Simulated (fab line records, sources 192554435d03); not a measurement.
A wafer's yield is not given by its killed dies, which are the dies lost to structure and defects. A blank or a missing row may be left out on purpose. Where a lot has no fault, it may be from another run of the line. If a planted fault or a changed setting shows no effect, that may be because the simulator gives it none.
Split-lot experiment || flow n5-finfet || 39 wafers read from 7 lots, route of 1938 steps

THE SPLIT ITSELF
At N5_BEOL_M11_TRENCH_ETCH_37 (etches SiCOH lowk in C4F6/O2, target depth 148.83 nm, time 48 s), the setting target-depth-a was moved away from the recipe's 1488.3 angstrom on 18 of the 39 wafers read, by -39.1% to +49.7%. All remaining wafers had this setting at the recipe value.

FROM THE SPLIT TO THE READING: what the file shows between them, 8 steps
- N5_BEOL_M11_ETCH_41: etches SiCN in CH3F/O2, target depth 42.6 nm, time 86 s
- N5_BEOL_M11_STRIP_77: strips in N2/H2, time 10 s
- N5_BEOL_M11_OCD_MEAS_38
- N5_BEOL_M11_HM_STRIP_39: strips TiN in peroxide tin strip, target depth 25 nm, time 158 s
- N5_BEOL_M11_SRD_40: time 30 s
- N5_BEOL_M11_ECD_50: material Cu, target thk 318 nm
- N5_BEOL_M11_ANNEAL_51: time 90 s
- N5_BEOL_M11_CMP_52: polishes, stops on SiCOH lowk, t overpolish 7 s, target thk 140 nm

THE READING
M11_THK, in nm, at N5_BEOL_M11_THK_MEAS_53 (measures by xrf). Fault-free wafers of this fab line usually give 139.4 nm, standard deviation 2.7 nm.

{"wafer": "L078.1", "tool, chamber at the split": "rie-diel-05, 0", "target-depth-a as run, angstrom": 1488.3, "against the recipe": "recipe", "M11_THK, nm": 138.2, "against lot-mates on the recipe": "-"}
{"wafer": "L078.2", "tool, chamber at the split": "rie-diel-05, 2", "target-depth-a as run, angstrom": 1488.3, "against the recipe": "recipe", "M11_THK, nm": 140.0, "against lot-mates on the recipe": "-"}
{"wafer": "L078.3", "tool, chamber at the split": "rie-diel-05, 1", "target-depth-a as run, angstrom": 1488.3, "against the recipe": "recipe", "M11_THK, nm": 138.3, "against lot-mates on the recipe": "-"}
{"wafer": "L078.4", "tool, chamber at the split": "rie-diel-05, 3", "target-depth-a as run, angstrom": 1718, "against the recipe": "+15.4%", "M11_THK, nm": 161.3, "against lot-mates on the recipe": "+22.5"}
{"wafer": "L078.5", "tool, chamber at the split": "rie-diel-05, 2", "target-depth-a as run, angstrom": 1718, "against the recipe": "+15.4%", "M11_THK, nm": 161.2, "against lot-mates on the recipe": "+22.4"}
{"wafer": "L078.6", "tool, chamber at the split": "rie-diel-05, 3", "target-depth-a as run, angstrom": 1718, "against the recipe": "+15.4%", "M11_THK, nm": 162.0, "against lot-mates on the recipe": "+23.2"}
{"wafer": "L079.4", "tool, chamber at the split": "rie-diel-01, 2", "target-depth-a as run, angstrom": 1488.3, "against the recipe": "recipe", "M11_THK, nm": 139.1, "against lot-mates on the recipe": "-"}
{"wafer": "L079.5", "tool, chamber at the split": "rie-diel-01, 0", "target-depth-a as run, angstrom": 1488.3, "against the recipe": "recipe", "M11_THK, nm": 139.0, "against lot-mates on the recipe": "-"}
{"wafer": "L079.6", "tool, chamber at the split": "rie-diel-01, 1", "target-depth-a as run, angstrom": 1488.3, "against the recipe": "recipe", "M11_THK, nm": 142.5, "against lot-mates on the recipe": "-"}
{"wafer": "L086.1", "tool, chamber at the split": "rie-diel-05, 0", "target-depth-a as run, angstrom": 1488.3, "against the recipe": "recipe", "M11_THK, nm": 131.8, "against lot-mates on the recipe": "-"}
{"wafer": "L086.2", "tool, chamber at the split": "rie-diel-05, 2", "target-depth-a as run, angstrom": 2228, "against the recipe": "+49.7%", "M11_THK, nm": 207.7, "against lot-mates on the recipe": "+75.0"}
{"wafer": "L086.3", "tool, chamber at the split": "rie-diel-05, 1", "target-depth-a as run, angstrom": 1488.3, "against the recipe": "recipe", "M11_THK, nm": 133.4, "against lot-mates on the recipe": "-"}
{"wafer": "L086.4", "tool, chamber at the split": "rie-diel-05, 3", "target-depth-a as run, angstrom": 2228, "against the recipe": "+49.7%", "M11_THK, nm": 211.0, "against lot-mates on the recipe": "+78.3"}
{"wafer": "L086.5", "tool, chamber at the split": "rie-diel-05, 1", "target-depth-a as run, angstrom": 1488.3, "against the recipe": "recipe", "M11_THK, nm": 132.8, "against lot-mates on the recipe": "-"}
{"wafer": "L086.6", "tool, chamber at the split": "rie-diel-05, 2", "target-depth-a as run, angstrom": 2228, "against the recipe": "+49.7%", "M11_THK, nm": 208.6, "against lot-mates on the recipe": "+75.9"}
{"wafer": "L091.1", "tool, chamber at the split": "rie-diel-01, 0", "target-depth-a as run, angstrom": 2155, "against the recipe": "+44.8%", "M11_THK, nm": 200.1, "against lot-mates on the recipe": "+63.0"}
{"wafer": "L091.2", "tool, chamber at the split": "rie-diel-01, 1", "target-depth-a as run, angstrom": 1488.3, "against the recipe": "recipe", "M11_THK, nm": 138.4, "against lot-mates on the recipe": "-"}
{"wafer": "L091.3", "tool, chamber at the split": "rie-diel-01, 3", "target-depth-a as run, angstrom": 2155, "against the recipe": "+44.8%", "M11_THK, nm": 195.8, "against lot-mates on the recipe": "+58.7"}
{"wafer": "L091.4", "tool, chamber at the split": "rie-diel-01, 2", "target-depth-a as run, angstrom": 2155, "against the recipe": "+44.8%", "M11_THK, nm": 201.0, "against lot-mates on the recipe": "+63.9"}
{"wafer": "L091.5", "tool, chamber at the split": "rie-diel-01, 1", "target-depth-a as run, angstrom": 1488.3, "against the recipe": "recipe", "M11_THK, nm": 137.4, "against lot-mates on the recipe": "-"}
{"wafer": "L091.6", "tool, chamber at the split": "rie-diel-01, 2", "target-depth-a as run, angstrom": 1488.3, "against the recipe": "recipe", "M11_THK, nm": 135.4, "against lot-mates on the recipe": "-"}
{"wafer": "L090.1", "tool, chamber at the split": "rie-diel-04, 2", "target-depth-a as run, angstrom": 1488.3, "against the recipe": "recipe", "M11_THK, nm": 138.1, "against lot-mates on the recipe": "-"}
{"wafer": "L090.2", "tool, chamber at the split": "rie-diel-04, 3", "target-depth-a as run, angstrom": 906.9, "against the recipe": "-39.1%", "M11_THK, nm": 84.6, "against lot-mates on the recipe": -55.3}
{"wafer": "L090.3", "tool, chamber at the split": "rie-diel-04, 0", "target-depth-a as run, angstrom": 906.9, "against the recipe": "-39.1%", "M11_THK, nm": 80.4, "against lot-mates on the recipe": -59.5}
{"wafer": "L090.4", "tool, chamber at the split": "rie-diel-04, 1", "target-depth-a as run, angstrom": 906.9, "against the recipe": "-39.1%", "M11_THK, nm": 82.0, "against lot-mates on the recipe": -57.9}
{"wafer": "L090.5", "tool, chamber at the split": "rie-diel-04, 2", "target-depth-a as run, angstrom": 1488.3, "against the recipe": "recipe", "M11_THK, nm": 141.0, "against lot-mates on the recipe": "-"}
{"wafer": "L090.6", "tool, chamber at the split": "rie-diel-04, 3", "target-depth-a as run, angstrom": 1488.3, "against the recipe": "recipe", "M11_THK, nm": 140.7, "against lot-mates on the recipe": "-"}
{"wafer": "L089.1", "tool, chamber at the split": "rie-diel-04, 3", "target-depth-a as run, angstrom": 1488.3, "against the recipe": "recipe", "M11_THK, nm": 139.6, "against lot-mates on the recipe": "-"}
{"wafer": "L089.2", "tool, chamber at the split": "rie-diel-04, 1", "target-depth-a as run, angstrom": 1229, "against the recipe": "-17.4%", "M11_THK, nm": 111.9, "against lot-mates on the recipe": -27.1}
{"wafer": "L089.3", "tool, chamber at the split": "rie-diel-04, 2", "target-depth-a as run, angstrom": 1488.3, "against the recipe": "recipe", "M11_THK, nm": 139.9, "against lot-mates on the recipe": "-"}
{"wafer": "L089.4", "tool, chamber at the split": "rie-diel-04, 0", "target-depth-a as run, angstrom": 1229, "against the recipe": "-17.4%", "M11_THK, nm": 113.2, "against lot-mates on the recipe": -25.8}
{"wafer": "L089.5", "tool, chamber at the split": "rie-diel-04, 1", "target-depth-a as run, angstrom": 1229, "against the recipe": "-17.4%", "M11_THK, nm": 112.1, "against lot-mates on the recipe": -26.9}
{"wafer": "L089.6", "tool, chamber at the split": "rie-diel-04, 0", "target-depth-a as run, angstrom": 1488.3, "against the recipe": "recipe", "M11_THK, nm": 137.5, "against lot-mates on the recipe": "-"}
{"wafer": "L096.1", "tool, chamber at the split": "rie-diel-01, 2", "target-depth-a as run, angstrom": 1488.3, "against the recipe": "recipe", "M11_THK, nm": 135.2, "against lot-mates on the recipe": "-"}
{"wafer": "L096.2", "tool, chamber at the split": "rie-diel-01, 3,2", "target-depth-a as run, angstrom": 1255, "against the recipe": "-15.7%", "M11_THK, nm": 112.6, "against lot-mates on the recipe": -22.6}
{"wafer": "L096.3", "tool, chamber at the split": "rie-diel-01, 0", "target-depth-a as run, angstrom": 1255, "against the recipe": "-15.7%", "M11_THK, nm": 114.3, "against lot-mates on the recipe": -20.9}
{"wafer": "L096.4", "tool, chamber at the split": "rie-diel-01, 1", "target-depth-a as run, angstrom": 1488.3, "against the recipe": "recipe", "M11_THK, nm": 135.4, "against lot-mates on the recipe": "-"}
{"wafer": "L096.5", "tool, chamber at the split": "rie-diel-01, 3,2", "target-depth-a as run, angstrom": 1255, "against the recipe": "-15.7%", "M11_THK, nm": 112.8, "against lot-mates on the recipe": -22.4}
{"wafer": "L096.6", "tool, chamber at the split": "rie-diel-01, 3", "target-depth-a as run, angstrom": 1488.3, "against the recipe": "recipe", "M11_THK, nm": 135.0, "against lot-mates on the recipe": "-"}
Where a row lists several chambers, the file gives one row for several wafers and doesn't say which wafer went through which chamber.

FIT RESULTS
A straight line over all 39 wafers: M11_THK changes by +1.42 nm for each +1% of target-depth-a; r = +1.00; the points scatter about the line by 2.5 nm.
The same after taking each lot's own level away (the mean of its wafers on the recipe; 39 wafers): +1.47 nm for each +1%; r = +1.00; scatter 2 nm.
On that fit, the largest move of target-depth-a shifts the reading by 73 nm.
From 132.67 to 140.20 nm: that is the span of the lots' own levels, equal to 2.8 times the standard deviation above.
Hence the lot-to-lot level has little effect on the slope; both slopes agree.
Check: with one of the wafers moved furthest among these (+49.7%) left out of the fit, the line predicts +72.7 nm for it against its lot-mates. It came out at +75 nm against them.

THESE WAFERS: OTHER SPLITS
Note: prior to the reading, these wafers also went through further splits. Each is held against what the fit with the lots' levels taken away leaves over:
{"other split on the same wafers": "N5_BEOL_M7_DEP_56 target-thk-a", "wafers away from the commonest value": 12, "r with M11_THK (lot level and that fit taken away)": -0.38}
{"other split on the same wafers": "N5_BEOL_M9_ETCH_66 time-s", "wafers away from the commonest value": 18, "r with M11_THK (lot level and that fit taken away)": -0.23}

THE WHOLE CHAIN: every reading that the file lists as answering this split, in the file's order
{"step": "N5_BEOL_M11_TRENCH_ETCH_37", "what it does": "etches SiCOH lowk in C4F6/O2, target depth 148.83 nm, time 48 s", "reading": "etch.depth-nm (the simulator's own value, which no gauge read)", "change (the file's fit)": "+1.52 nm for each +1% of the setting", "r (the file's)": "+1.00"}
{"step": "N5_BEOL_M11_TRENCH_ETCH_37", "what it does": "etches SiCOH lowk in C4F6/O2, target depth 148.83 nm, time 48 s", "reading": "BEOL_M11.feature-depth-nm (the simulator's own value, which no gauge read)", "change (the file's fit)": "+1.52 nm for each +1% of the setting", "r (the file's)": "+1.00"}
{"step": "N5_BEOL_M11_TRENCH_ETCH_37", "what it does": "etches SiCOH lowk in C4F6/O2, target depth 148.83 nm, time 48 s", "reading": "TiN_of_BEOL_M11_HM_DEP_02.thk-nm (the simulator's own value, which no gauge read)", "change (the file's fit)": "-0.0424 nm for each +1% of the setting", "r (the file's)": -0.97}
{"step": "N5_BEOL_M11_OCD_MEAS_38", "what it does": "", "reading": "trench-depth-nm", "change (the file's fit)": "+1.52 nm for each +1% of the setting", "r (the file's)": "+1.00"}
{"step": "N5_BEOL_M11_CMP_52", "what it does": "polishes, stops on SiCOH lowk, t overpolish 7 s, target thk 140 nm", "reading": "Cu_of_BEOL_M11_ECD_50.thk-nm (the simulator's own value, which no gauge read)", "change (the file's fit)": "+1.51 nm for each +1% of the setting", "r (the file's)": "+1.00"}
{"step": "N5_BEOL_M11_THK_MEAS_53", "what it does": "measures by xrf", "reading": "M11_THK", "change (the file's fit)": "+1.47 for each +1% of the setting", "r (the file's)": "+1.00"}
{"step": "N5_BEOL_M11_RS_MEAS_57", "what it does": "measures by four-point-probe", "reading": "M11_RS", "change (the file's fit)": "not straight: 0.2718 at the lowest setting, 0.1516 at the recipe, 0.0950 at the highest", "r (the file's)": "not given"}

THE FILE'S OWN FIT
M11_THK changes by +1.47 nm for each +1% of target-depth-a, r = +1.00.
